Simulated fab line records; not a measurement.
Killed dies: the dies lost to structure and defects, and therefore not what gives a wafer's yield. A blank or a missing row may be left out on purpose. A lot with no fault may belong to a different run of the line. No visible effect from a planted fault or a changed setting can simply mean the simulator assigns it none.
fab line records	flow n5_finfet	part 1 of 2: steps 1 to 22 of 32
record lots=5	wafers=15	last_day=14
route steps=1938 shown SD_EPI_N@290 SD_EPI_P@295
lots that met no fault: taken from a fault-free run of the same line
start_h: hours from the record's first day to the start of the lot's first wafer shown	wait_h: how many hours have passed since the lot's step before this one	" identical to the entry in the row above	L1.1+2: one row covering several wafers at once	- either no value or no given start	* or withheld: withheld	< > ~ a bound
route shown NAME@n: names a module that has steps shown in the file, with the first one's number in the route	usual: mean/standard deviation taken from wafers without a fault	same: alike in all rows	chamber/n: place in a boat	sites: per-site readings	_std_site: how widely they spread, as a standard deviation	_edge_site: outer sites' mean less inner sites'	radius_mm: for every site, how far away it sits from the centre of the wafer	mask NAME#n: copy n	behind: the most recent tool/chamber to have shaped the wafer	hold: the reason the lot was held/the length of the hold in hours/how it ended	device: whichever transistor did not switch (one of n, p or np)	end of line: the tests these same wafers got at the end of their route	step lacking rows: just its recipe	killed: dies lost to structure and defects at the first sort, not the wafer's yield	map: a wafer's dies, x killed, . not, _ none there
set.NAME: the setting that was run; set.NAME@STEP: the one run at that earlier step	model.NAME: the simulator's own value behind a step, which no gauge read
certain route steps with their lots: each step a table, each wafer a row
services: a tool's chamber out of use, with start hour (start_h, from the record's first day; less than 0 if before it), hours out, and reason
## steps
# step N5_SD_EPI_N_PRECLEAN_24
# recipe chemistry=O3/DIW	time_s=60	temp_c=22	o3_ppm=10
lot.wafer	tool	chamber	start_h	wait_h
L075.1+2+6	wet_bench-04	2,1,4	58.07	0.0
L076.4+5+6	wet_bench-06	4,1,5	63.27	0.0
L080.1+5+6	wet_bench-01	6,1,3	86.53	0.0
L081.2+4+5	wet_bench-01	6,7,3	94.00	0.0
L082.2+5+6	wet_bench-04	3,0,2	103.77	0.0
# step N5_SD_EPI_N_SRD_25
# recipe time_s=30	temp_c=23	rinse_liquid=diw	dry=ipa_marangoni
lot.wafer	tool	chamber	start_h	wait_h
L075.1+2+6	wet_bench-04	2,1,4	58.09	0.0
L076.4+5+6	wet_bench-06	4,1,5	63.29	0.0
L080.1+5+6	wet_bench-01	6,1,3	86.55	0.0
L081.2+4+5	wet_bench-01	6,7,3	94.02	0.0
L082.2+5+6	wet_bench-04	3,0,2	103.79	0.0
# step N5_SD_EPI_N_PRECLEAN_49
# recipe chemistry=NF3:NH3	afs_cycles=1	temp_c=30	time_s=20	sublimation_temp_c=180	sublimation_time_s=60	pressure_torr=3	rf_power_w=30
# usual sublimation_temp_c=180.02/0.14
lot.wafer	tool	chamber	start_h	wait_h	sublimation_temp_c
L075.1	remote_plasma-02	1	58.14	0.0	179.99
L075.2	"	1	"	"	180.10
L075.6	"	1	"	"	179.85
L076.4	remote_plasma-02	1	63.43	0.1	180.05
L076.5	"	1	"	"	180.19
L076.6	"	1	"	"	180.13
L080.1	remote_plasma-01	1	86.59	0.0	179.72
L080.5	"	1	"	"	179.90
L080.6	"	1	"	"	179.78
L081.2	remote_plasma-02	1	94.10	0.1	179.94
L081.4	"	1	"	"	180.21
L081.5	"	1	"	"	179.96
L082.2	remote_plasma-01	0	103.86	0.1	180.16
L082.5	"	0	"	"	180.21
L082.6	"	0	"	"	180.22
# step N5_SD_EPI_N_LINER_46
# recipe material=SiNx	target_thk_a=30	temp_c=400	ald_precursor_family=SiH2I2	ald_co_reactant=N2/H2-plasma	pressure_torr=2
# usual heater_power_w=826/95
lot.wafer	tool	chamber	start_h	wait_h	heater_power_w
L075.1	ald_sin-03	0	58.34	0.2	742
L075.2	"	3	"	"	892
L075.6	"	2	"	"	735
L076.4	ald_sin-03	1	63.54	0.1	788
L076.5	"	0	"	"	749
L076.6	"	3	"	"	881
L080.1	ald_sin-03	0	86.79	0.2	748
L080.5	"	3	"	"	893
L080.6	"	0	"	"	745
L081.2	ald_sin-03	3	95.45	1.3	914
L081.4	"	1	"	"	790
L081.5	"	0	"	"	755
L082.2	ald_sin-03	2	104.04	0.1	726
L082.5	"	3	"	"	915
L082.6	"	2	"	"	720
# step N5_SD_EPI_N_INSPECT_26
# recipe inspect_instrument=darkfield	mode=post_epi
# usual raw_defect_count=217/44
lot.wafer	tool	chamber	start_h	wait_h	raw_defect_count
L075.1	defect_inspect-01	-	58.59	0.1	362
L075.2	"	-	"	"	360
L075.6	"	-	"	"	249
L076.4	defect_inspect-01	-	63.79	0.1	243
L076.5	"	-	"	"	266
L076.6	"	-	"	"	271
L080.1	defect_inspect-01	-	87.04	0.1	235
L080.5	"	-	"	"	230
L080.6	"	-	"	"	227
L081.2	defect_inspect-02	-	95.70	0.1	218
L081.4	"	-	"	"	155
L081.5	"	-	"	"	164
L082.2	defect_inspect-02	-	104.29	0.1	161
L082.5	"	-	"	"	227
L082.6	"	-	"	"	244
# step N5_SD_EPI_P_COAT_34
# recipe resist=SOC	temp_c=250	time_s=60	spin_rpm=1500	resist_thk_nm=350
# usual plate_temp_C=249.98/0.18
lot.wafer	tool	chamber	start_h	wait_h	plate_temp_C
L075.1	litho_track-01	0	58.62	0.0	250.10
L075.2	"	0	"	"	249.87
L075.6	"	0	"	"	250.09
L076.4	litho_track-01	0	63.82	0.0	249.93
L076.5	"	0	"	"	250.08
L076.6	"	0	"	"	250.23
L080.1	litho_track-01	0	87.07	0.0	249.92
L080.5	"	0	"	"	250.10
L080.6	"	0	"	"	250.09
L081.2	litho_track-05	0	95.74	0.0	250.03
L081.4	"	0	"	"	250.19
L081.5	"	0	"	"	249.95
L082.2	litho_track-05	0	104.32	0.0	249.78
L082.5	"	0	"	"	250.18
L082.6	"	0	"	"	250.25
# step N5_SD_EPI_P_COAT_35
# recipe resist=SiARC	temp_c=220	time_s=60	spin_rpm=1500	resist_thk_nm=35
# usual plate_temp_C=219.98/0.15
lot.wafer	tool	chamber	start_h	wait_h	plate_temp_C
L075.1	litho_track-01	0	-	-	219.98
L075.2	"	0	"	"	219.94
L075.6	"	0	"	"	219.81
L076.4	litho_track-01	0	-	-	219.77
L076.5	"	0	"	"	219.83
L076.6	"	0	"	"	220.06
L080.1	litho_track-01	0	-	-	220.11
L080.5	"	0	"	"	220.03
L080.6	"	0	"	"	220.19
L081.2	litho_track-05	0	-	-	219.96
L081.4	"	0	"	"	219.99
L081.5	"	0	"	"	220.19
L082.2	litho_track-05	0	-	-	219.81
L082.5	"	0	"	"	220.03
L082.6	"	0	"	"	219.97
# step N5_SD_EPI_P_COAT_03
# recipe resist=CAR-ArF-block	spin_rpm=1500	resist_thk_nm=150
lot.wafer	tool	chamber	start_h	wait_h
L075.1+2+6	litho_track-01	0	-	-
L076.4+5+6	litho_track-01	0	-	-
L080.1+5+6	litho_track-01	0	-	-
L081.2+4+5	litho_track-05	0	-	-
L082.2+5+6	litho_track-05	0	-	-
# step N5_SD_EPI_P_EBR_05
# recipe solvent=PGMEA	ebr_width_mm=1.5
lot.wafer	tool	chamber	start_h	wait_h
L075.1+2+6	litho_track-01	0	-	-
L076.4+5+6	litho_track-01	0	-	-
L080.1+5+6	litho_track-01	0	-	-
L081.2+4+5	litho_track-05	0	-	-
L082.2+5+6	litho_track-05	0	-	-
# step N5_SD_EPI_P_SOFTBAKE_04
# recipe temp_c=110	time_s=60	resist=CAR-ArF-block
# usual plate_temp_C=110.03/0.13
lot.wafer	tool	chamber	start_h	wait_h	plate_temp_C
L075.1	litho_track-01	0	-	-	110.01
L075.2	"	0	"	"	110.03
L075.6	"	0	"	"	109.88
L076.4	litho_track-01	0	-	-	110.06
L076.5	"	0	"	"	110.48
L076.6	"	0	"	"	110.27
L080.1	litho_track-01	0	-	-	110.00
L080.5	"	0	"	"	109.97
L080.6	"	0	"	"	109.98
L081.2	litho_track-05	0	-	-	110.18
L081.4	"	0	"	"	110.08
L081.5	"	0	"	"	110.16
L082.2	litho_track-05	0	-	-	110.21
L082.5	"	0	"	"	110.07
L082.6	"	0	"	"	109.88
# step N5_SD_EPI_P_EXPOSE_06
# recipe mask_id=SD_P_BLK	na=1.35	source_shape=conventional	sigma_outer=0.8	polarization=unpolarized	target_cd_nm=240	dose_mj=39.5
# usual focus_offset_nm=0.1/0.54	stage_vel_mm_s=499.95/0.28
lot.wafer	tool	chamber	start_h	wait_h	mask	focus_offset_nm	stage_vel_mm_s
L075.1	arfi_scanner-02	0	58.86	-	SD_P_BLK#0	-0.3	499.74
L075.2	"	0	"	"	SD_P_BLK#0	-0.2	499.68
L075.6	"	0	"	"	SD_P_BLK#0	0.3	499.80
L076.4	arfi_scanner-01	0	64.08	-	SD_P_BLK#0	0.1	499.84
L076.5	"	0	"	"	SD_P_BLK#0	0.3	500.21
L076.6	"	0	"	"	SD_P_BLK#0	0.2	499.84
L080.1	arfi_scanner-01	0	87.32	-	SD_P_BLK#0	0.3	499.69
L080.5	"	0	"	"	SD_P_BLK#0	0.4	499.91
L080.6	"	0	"	"	SD_P_BLK#0	-0.3	500.03
L081.2	arfi_scanner-03	0	95.98	-	SD_P_BLK#0	1.1	499.98
L081.4	"	0	"	"	SD_P_BLK#0	0.3	499.45
L081.5	"	0	"	"	SD_P_BLK#0	0.9	499.75
L082.2	arfi_scanner-02	0	104.57	-	SD_P_BLK#0	-0.5	499.57
L082.5	"	0	"	"	SD_P_BLK#0	-0.5	499.58
L082.6	"	0	"	"	SD_P_BLK#0	-0.3	499.74
# step N5_SD_EPI_P_PEB_07
# recipe peb_temp_c=110	peb_time_s=60	resist=CAR-ArF-block
# usual plate_temp_C=110.01/0.12
lot.wafer	tool	chamber	start_h	wait_h	plate_temp_C
L075.1	litho_track-05	0	58.92	0.1	109.99
L075.2	"	0	"	"	110.11
L075.6	"	0	"	"	110.09
L076.4	litho_track-05	0	64.12	0.0	110.12
L076.5	"	0	"	"	110.05
L076.6	"	0	"	"	110.01
L080.1	litho_track-01	0	87.37	0.1	110.07
L080.5	"	0	"	"	109.80
L080.6	"	0	"	"	110.03
L081.2	litho_track-03	0	96.04	0.0	110.00
L081.4	"	0	"	"	109.93
L081.5	"	0	"	"	110.09
L082.2	litho_track-03	0	104.62	0.0	110.03
L082.5	"	0	"	"	109.85
L082.6	"	0	"	"	110.00
# step N5_SD_EPI_P_DEVELOP_08
# recipe develop_time_s=30	developer=TMAH	resist=CAR-ArF-block	dev_temp_c=23	rinse_liquid=diw	dry=air_spin
lot.wafer	tool	chamber	start_h	wait_h
L075.1+2+6	litho_track-05	0	-	-
L076.4+5+6	litho_track-05	0	-	-
L080.1+5+6	litho_track-01	0	-	-
L081.2+4+5	litho_track-03	0	-	-
L082.2+5+6	litho_track-03	0	-	-
# step N5_SD_EPI_P_CD_MEAS_09
# recipe target_cd_nm=240	landing_energy_ev=500	detector=se_inlens
# usual cd_nm=240.1/0.99
lot.wafer	tool	chamber	start_h	wait_h	cd_nm
L075.1	cd_sem-03	0	58.99	-	239.3
L075.2	"	0	"	"	239.4
L075.6	"	0	"	"	238.8
L076.4	cd_sem-03	0	64.19	-	238.3
L076.5	"	0	"	"	242.0
L076.6	"	0	"	"	239.9
L080.1	cd_sem-01	0	87.44	-	238.2
L080.5	"	0	"	"	240.3
L080.6	"	0	"	"	239.8
L081.2	cd_sem-03	0	96.10	-	241.1
L081.4	"	0	"	"	241.4
L081.5	"	0	"	"	241.1
L082.2	cd_sem-01	0	104.69	-	239.3
L082.5	"	0	"	"	240.3
L082.6	"	0	"	"	240.2
# step N5_SD_EPI_P_OVL_MEAS_10
# recipe points_per_wafer=44
# usual SD_P_BLK_OVL=0.2/0.76
lot.wafer	tool	chamber	start_h	wait_h	SD_P_BLK_OVL[nm]
L075.1	overlay-02	0	59.02	0.0	0.2
L075.2	"	0	"	"	-0.9
L075.6	"	0	"	"	0.2
L076.4	overlay-02	0	64.22	0.0	0.1
L076.5	"	0	"	"	0.4
L076.6	"	0	"	"	-1.0
L080.1	overlay-02	0	87.47	0.0	-0.9
L080.5	"	0	"	"	-0.4
L080.6	"	0	"	"	-0.7
L081.2	overlay-01	0	96.13	0.0	0.5
L081.4	"	0	"	"	0.6
L081.5	"	0	"	"	1.4
L082.2	overlay-01	0	104.72	0.0	0.6
L082.5	"	0	"	"	1.0
L082.6	"	0	"	"	0.4
# step N5_SD_EPI_P_INSPECT_11
# recipe mode=adi	inspect_instrument=macro
# usual raw_defect_count=2.0/1.4
lot.wafer	tool	chamber	start_h	wait_h	raw_defect_count
L075.1	defect_inspect-02	-	59.04	0.0	1
L075.2	"	-	"	"	0
L075.6	"	-	"	"	3
L076.4	defect_inspect-01	-	64.24	0.0	1
L076.5	"	-	"	"	6
L076.6	"	-	"	"	2
L080.1	defect_inspect-01	-	87.50	0.0	1
L080.5	"	-	"	"	3
L080.6	"	-	"	"	2
L081.2	defect_inspect-01	-	96.16	0.0	0
L081.4	"	-	"	"	2
L081.5	"	-	"	"	1
L082.2	defect_inspect-02	-	104.74	0.0	3
L082.5	"	-	"	"	1
L082.6	"	-	"	"	4
# step N5_SD_EPI_P_DESCUM_14
# recipe chemistry=O2	time_s=7.9	source_power_w=50	bias_power_w=20	pressure_mtorr=20	rf_frequency_hz=2.712e+07	temp_c=40	resist=CAR-ArF-block	o2_flow_sccm=225
# usual drypump_motor_current_A=5.8/0.5	oes_product_au=0.74/0.042	rf_vpp_V=243.5/1.4	showerhead_plenum_p_Torr=2.13/0.069	throttle_valve_pct=20.49/0.17
lot.wafer	tool	chamber	start_h	wait_h	drypump_motor_current_A	oes_product_au	rf_hours_counter_h	rf_vpp_V	showerhead_plenum_p_Torr	throttle_valve_pct
L075.1	rie_diel-03	2	59.37	0.3	5.7	0.83	65	244.4	2.15	20.74
L075.2	"	0	"	"	5.9	0.75	150	245.7	2.17	20.36
L075.6	"	2	"	"	5.7	0.83	-	243.8	2.15	20.72
L076.4	rie_diel-06	2	64.28	0.0	6.7	0.82	100	242.3	2.03	20.42
L076.5	"	1	"	"	5.7	0.72	-	243.0	2.19	20.30
L076.6	"	0	"	"	5.7	0.73	-	243.2	2.21	20.47
L080.1	rie_diel-05	1	87.53	0.0	5.1	0.72	162	243.9	2.18	20.57
L080.5	"	2	"	"	6.4	0.75	-	244.1	2.18	20.33
L080.6	"	3	"	"	6.1	0.67	-	243.5	2.08	20.53
L081.2	rie_diel-05	0	96.19	0.0	5.3	0.77	134	244.7	2.18	20.15
L081.4	"	3	"	"	6.0	0.67	201	242.3	2.08	20.52
L081.5	"	2	"	"	6.3	0.74	-	244.4	2.18	20.33
L082.2	rie_diel-06	3	104.77	0.0	5.1	0.76	180	240.9	2.01	20.58
L082.5	"	2	"	"	6.8	0.81	-	241.7	2.03	20.43
L082.6	"	3	"	"	5.2	0.76	-	242.6	2.01	20.59
# step N5_SD_EPI_P_ETCH_36
# recipe chemistry=CF4	target=SiARC	target_depth_a=455	mask_material=CAR-ArF-block	time_s=75.8	ion_energy_ev=80	pressure_mtorr=40	source_w=545	bias_w=36	Ar_flow_sccm=100	cf4_flow_sccm=100	ends=cleared
# usual drypump_motor_current_A=5.8/0.49	etch_rf_on_time_s=76.0/1.8	oes_product_au=0.63/0.032	rf_vpp_V=184.3/1.2	showerhead_plenum_p_Torr=2.17/0.062	throttle_valve_pct=15.65/0.19
lot.wafer	tool	chamber	start_h	wait_h	drypump_motor_current_A	etch_rf_on_time_s	oes_product_au	rf_hours_counter_h	rf_vpp_V	showerhead_plenum_p_Torr	throttle_valve_pct
L075.1	rie_diel-03	2	59.40	0.0	5.6	76.6	0.70	65	184.2	2.18	15.76
L075.2	"	0	"	"	5.9	78.1	0.63	150	184.9	2.24	15.61
L075.6	"	2	"	"	5.6	77.5	0.70	-	183.8	2.18	15.75
L076.4	rie_diel-06	2	64.31	0.0	6.7	75.7	0.69	100	183.3	2.09	15.60
L076.5	"	1	"	"	5.7	75.2	0.62	-	183.9	2.23	15.48
L076.6	"	0	"	"	5.7	78.3	0.61	-	184.7	2.20	15.39
L080.1	rie_diel-05	1	87.56	0.0	5.1	75.7	0.62	162	184.3	2.24	15.79
L080.5	"	2	"	"	6.3	76.5	0.64	-	185.4	2.21	15.39
L080.6	"	3	"	"	6.0	73.9	0.60	-	183.0	2.14	15.78
L081.2	rie_diel-05	0	96.23	0.0	5.3	71.7	0.68	134	184.4	2.24	15.44
L081.4	"	3	"	"	6.0	75.0	0.59	201	183.5	2.14	15.78
L081.5	"	2	"	"	6.3	77.6	0.64	-	184.8	2.21	15.41
L082.2	rie_diel-06	3	104.81	0.0	5.2	74.7	0.65	180	183.0	2.07	15.75
L082.5	"	2	"	"	6.8	75.0	0.69	-	182.9	2.08	15.62
L082.6	"	3	"	"	5.1	75.0	0.64	-	182.5	2.07	15.76
# step N5_SD_EPI_P_ETCH_37
# recipe chemistry=N2/H2	target=SOC	overetch_a=1080	mask_material=SiARC	temp_c=40	ion_energy_ev=100	source_w=3000	bias_w=133	pressure_mtorr=20	time_s=486	n2_flow_sccm=200	h2_flow_sccm=200	ends=end_point
# usual drypump_motor_current_A=5.8/0.5	oes_product_au=0.66/0.033	rf_vpp_V=241.1/1.4	showerhead_plenum_p_Torr=2.58/0.088	throttle_valve_pct=23.9/0.36
lot.wafer	tool	chamber	start_h	wait_h	drypump_motor_current_A	oes_product_au	rf_hours_counter_h	rf_vpp_V	showerhead_plenum_p_Torr	throttle_valve_pct
L075.1	rie_diel-03	2	59.46	0.0	5.6	0.74	65	240.7	2.59	24.1
L075.2	"	0	"	"	5.9	0.66	150	242.7	2.66	24.2
L075.6	"	2	"	"	5.7	0.74	-	240.4	2.59	24.1
L076.4	rie_diel-06	2	64.37	0.0	6.7	0.72	100	240.1	2.46	23.9
L076.5	"	1	"	"	5.7	0.64	-	241.0	2.63	23.4
L076.6	"	0	"	"	5.7	0.66	-	241.8	2.64	23.7
L080.1	rie_diel-05	1	87.62	0.0	5.1	0.66	162	242.2	2.66	24.2
L080.5	"	2	"	"	6.4	0.68	-	243.7	2.65	24.1
L080.6	"	3	"	"	6.1	0.62	-	238.9	2.52	24.1
L081.2	rie_diel-05	0	96.28	0.0	5.3	0.69	134	242.4	2.64	23.5
L081.4	"	3	"	"	6.0	0.62	201	240.2	2.52	24.1
L081.5	"	2	"	"	6.4	0.68	-	241.3	2.65	24.0
L082.2	rie_diel-06	3	104.86	0.0	5.2	0.68	180	238.5	2.41	23.6
L082.5	"	2	"	"	6.7	0.71	-	239.4	2.46	23.9
L082.6	"	3	"	"	5.2	0.68	-	240.0	2.41	23.6
# step N5_SD_EPI_P_STRIP_38
# recipe chemistry=N2/H2	temp_c=40	n2_flow_sccm=200	h2_flow_sccm=200	rf_frequency_hz=6e+07
lot.wafer	tool	chamber	start_h	wait_h
L075.1+2+6	rie_diel-03	2,0,2	59.77	0.2
L076.4+5+6	rie_diel-06	2,1,0	64.68	0.2
L080.1+5+6	rie_diel-05	1,2,3	87.94	0.2
L081.2+4+5	rie_diel-05	0,3,2	96.60	0.2
L082.2+5+6	rie_diel-06	3,2,3	105.18	0.2
# step N5_SD_EPI_P_ETCHBACK_46
# recipe chemistry=CH3F/O2	mode=anisotropic_etchback	target=SiNx	target_depth_a=175	stop_on=SiO2	over_etch_frac=0.3	ion_energy_ev=120	pressure_mtorr=30	source_w=395	bias_w=73	Ar_flow_sccm=150	CH3F_flow_sccm=30	O2_flow_sccm=20
# usual drypump_motor_current_A=5.8/0.5	oes_product_au=0.63/0.031	rf_vpp_V=300/8	showerhead_plenum_p_Torr=2.04/0.064	throttle_valve_pct=16.40/0.18
lot.wafer	tool	chamber	start_h	wait_h	drypump_motor_current_A	oes_product_au	rf_hours_counter_h	rf_vpp_V	showerhead_plenum_p_Torr	throttle_valve_pct
L075.1	rie_diel-03	2	59.78	0.0	5.6	0.70	65	287	2.03	16.48
L075.2	"	0	"	"	5.9	0.63	150	314	2.09	16.35
L075.6	"	2	"	"	5.6	0.70	-	287	2.04	16.49
L076.4	rie_diel-06	2	64.69	0.0	6.7	0.69	100	308	1.95	16.38
L076.5	"	1	"	"	5.7	0.61	-	294	2.10	16.26
L076.6	"	0	"	"	5.7	0.63	-	307	2.06	16.11
L080.1	rie_diel-05	1	87.95	0.0	5.1	0.63	162	303	2.10	16.55
L080.5	"	2	"	"	6.3	0.65	-	299	2.09	16.21
L080.6	"	3	"	"	6.0	0.59	-	307	2.01	16.55
L081.2	rie_diel-05	0	96.61	0.0	5.3	0.66	134	298	2.09	16.12
L081.4	"	3	"	"	6.0	0.59	202	307	2.01	16.58
L081.5	"	2	"	"	6.4	0.64	-	297	2.09	16.25
L082.2	rie_diel-06	3	105.19	0.0	5.1	0.65	181	296	1.91	16.41
L082.5	"	2	"	"	6.7	0.68	-	307	1.95	16.39
L082.6	"	3	"	"	5.2	0.65	-	295	1.91	16.40
# step N5_SD_EPI_P_ETCH_47
# recipe chemistry=CH3F/O2	target=SiOCN	target_depth_a=250	mask_material=SOC	ion_energy_ev=60	bias_w=29	pressure_mtorr=30	source_w=410	Ar_flow_sccm=150	CH3F_flow_sccm=30	O2_flow_sccm=20
# usual drypump_motor_current_A=5.8/0.49	oes_product_au=0.73/0.039	rf_vpp_V=128/3.3	showerhead_plenum_p_Torr=2.04/0.064	throttle_valve_pct=16.38/0.18
lot.wafer	tool	chamber	start_h	wait_h	drypump_motor_current_A	oes_product_au	rf_hours_counter_h	rf_vpp_V	showerhead_plenum_p_Torr	throttle_valve_pct
L075.1	rie_diel-03	2	59.88	0.1	5.6	0.81	65	123	2.03	16.47
L075.2	"	0	"	"	5.9	0.74	150	136	2.09	16.34
L075.6	"	2	"	"	5.6	0.82	-	123	2.03	16.48
L076.4	rie_diel-06	2	64.79	0.1	6.7	0.83	100	132	1.95	16.35
L076.5	"	1	"	"	5.7	0.73	-	127	2.10	16.24
L076.6	"	0	"	"	5.7	0.72	-	130	2.06	16.06
L080.1	rie_diel-05	1	88.05	0.1	5.1	0.72	162	129	2.10	16.52
L080.5	"	2	"	"	6.3	0.75	-	128	2.09	16.22
L080.6	"	3	"	"	6.0	0.70	-	132	2.01	16.54
L081.2	rie_diel-05	0	96.71	0.1	5.3	0.78	134	127	2.09	16.09
L081.4	"	3	"	"	6.1	0.70	202	132	2.01	16.55
L081.5	"	2	"	"	6.4	0.75	-	127	2.09	16.24
L082.2	rie_diel-06	3	105.29	0.1	5.2	0.75	181	126	1.91	16.38
L082.5	"	2	"	"	6.7	0.81	-	132	1.95	16.39
L082.6	"	3	"	"	5.1	0.76	-	127	1.91	16.39
